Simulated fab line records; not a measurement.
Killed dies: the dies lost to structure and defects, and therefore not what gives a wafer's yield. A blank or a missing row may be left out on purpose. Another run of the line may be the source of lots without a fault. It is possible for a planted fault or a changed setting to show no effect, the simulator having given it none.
Matching of chambers | flow n5_finfet | N5_HKMG_FIN_STRIP_90 on rie_diel-05 has 4 sister chambers
The step strips SOC in N2/H2, time 20 s. 18 wafers are shown with their chamber, then 9 later ones without.

== WAFERS, EACH WITH ITS CHAMBER ==
wafer  | chamber | drypump_motor_current_A (A) | showerhead_plenum_p_Torr (Torr) | throttle_valve_pct (%)
L076.1 | 2       | 5.6                         | 3.40                            | 18.8
L076.3 | 3       | 5.4                         | 3.34                            | 19.1
L076.5 | 0       | 5.2                         | 3.27                            | 19.0
L078.1 | 2       | 5.7                         | 3.40                            | 18.8
L078.5 | 2       | 5.6                         | 3.40                            | 18.8
L078.6 | 1       | 4.9                         | 3.30                            | 18.5
L084.1 | 3       | 5.4                         | 3.33                            | 19.1
L084.3 | 2       | 5.6                         | 3.39                            | 18.8
L084.5 | 0       | 5.3                         | 3.26                            | 19.1
L086.2 | 2       | 5.6                         | 3.38                            | 18.8
L086.4 | 1       | 4.9                         | 3.30                            | 18.2
L086.5 | 0       | 5.3                         | 3.26                            | 19.1
L087.1 | 2       | 5.6                         | 3.38                            | 18.8
L087.4 | 0       | 5.3                         | 3.26                            | 19.1
L087.5 | 3       | 5.4                         | 3.32                            | 19.1
L090.2 | 0       | 5.3                         | 3.25                            | 19.1
L090.4 | 2       | 5.7                         | 3.38                            | 18.8
L090.5 | 2       | 5.7                         | 3.38                            | 18.8

SIGNATURES (averages over the wafers above)
reading                  | chamber 0 | chamber 1 | chamber 2 | chamber 3 | scatter within a chamber
drypump_motor_current_A  | 5.280     | 4.900     | 5.638     | 5.400     | 0.0437
showerhead_plenum_p_Torr | 3.2600    | 3.3000    | 3.3887    | 3.3300    | 0.00881
throttle_valve_pct       | 19.080    | 18.350    | 18.800    | 19.100    | 0.0615
Rule: for each reading, subtract the chamber's mean from the wafer's reading, divide by that reading's scatter and square the result; add these up over the readings and take the root, which gives the wafer's distance from the chamber. The wafer belongs to the nearest chamber; if the next one is less than 2 further off, it can't be placed. The scatter: take each reading less its chamber's mean, square it, sum over the shown wafers, divide by the number of wafers less the number of chambers, and take the root.

== WAFERS MISSING THEIR CHAMBER ==
wafer  | drypump_motor_current_A (A) | showerhead_plenum_p_Torr (Torr) | throttle_valve_pct (%)
L095.1 | 5.3                         | 3.25                            | 19.1
L095.3 | 4.9                         | 3.29                            | 18.2
L095.4 | 4.9                         | 3.29                            | 18.2
L096.3 | 5.6                         | 3.37                            | 18.8
L096.4 | 4.9                         | 3.28                            | 18.2
L096.6 | 5.3                         | 3.25                            | 19.1
L097.2 | 5.7                         | 3.37                            | 18.8
L097.3 | 5.3                         | 3.24                            | 19.1
L097.5 | 5.4                         | 3.32                            | 18.7

== WHICH CHAMBER EACH WENT THROUGH ==
wafer  | from the rows above | in truth
L095.1 | 0                   | 0
L095.3 | 1                   | 1
L095.4 | 1                   | 1
L096.3 | 2                   | 2
L096.4 | 1                   | 1
L096.6 | 0                   | 0
L097.2 | 2                   | 2
L097.3 | 0                   | 0
L097.5 | 3                   | 3
Placed correctly: 9 of 9. Can't be placed from these rows: 0. 0 placed wrongly.
